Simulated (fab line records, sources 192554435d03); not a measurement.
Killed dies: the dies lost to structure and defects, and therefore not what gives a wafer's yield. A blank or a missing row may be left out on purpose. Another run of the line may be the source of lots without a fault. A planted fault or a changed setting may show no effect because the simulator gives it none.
Matching of chambers    flow n5_finfet    N5_ILD0_CMP_03 on cmp-02: 4 sister chambers
The step polishes, stops on SiNx, t overpolish 1.9 s, target thk 197.38 nm. 4 wafers are shown with their chamber, then 7 later ones without.

== EACH WAFER AND ITS CHAMBER ==
wafer   chamber  motor_current_A (A)
L084.1  2        12.3
L084.4  1        11.6
L087.2  0        10.8
L087.4  3        12.3

== WAFERS WITH NO CHAMBER GIVEN ==
wafer   motor_current_A (A)
L087.6  12.2
L088.2  12.0
L088.4  13.1
L088.6  12.1
L096.2  10.6
L096.4  11.3
L096.5  13.2

== WHICH CHAMBER EACH WENT THROUGH ==
wafer   from the rows above                in truth
L087.6  can't be placed: 2 or 3 or 1       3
L088.2  can't be placed: 2 or 3 or 1 or 0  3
L088.4  can't be placed: 2 or 3 or 1       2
L088.6  can't be placed: 2 or 3 or 1       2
L096.2  can't be placed: 0 or 1            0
L096.4  can't be placed: 1 or 0 or 2 or 3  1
L096.5  can't be placed: 2 or 3 or 1       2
Placed correctly: 0 of 7. Cannot be placed on the basis of these rows: 7; the candidates contain the true chamber in 7. Wrongly placed: 0.
How it was worked out, from the rows above alone: a wafer's distance from a chamber is the root of the sum, over the readings, of the square of ((its reading less the chamber's mean) divided by the reading's scatter). The wafer belongs to the nearest chamber; if the next one is less than 2 further off, it can't be placed. For every chamber, the mean is computed from those of its wafers that are shown. The scatter (one wafer shown for each chamber): square how far every hidden wafer sits from the nearest shown wafer, average those squares and take the square root.
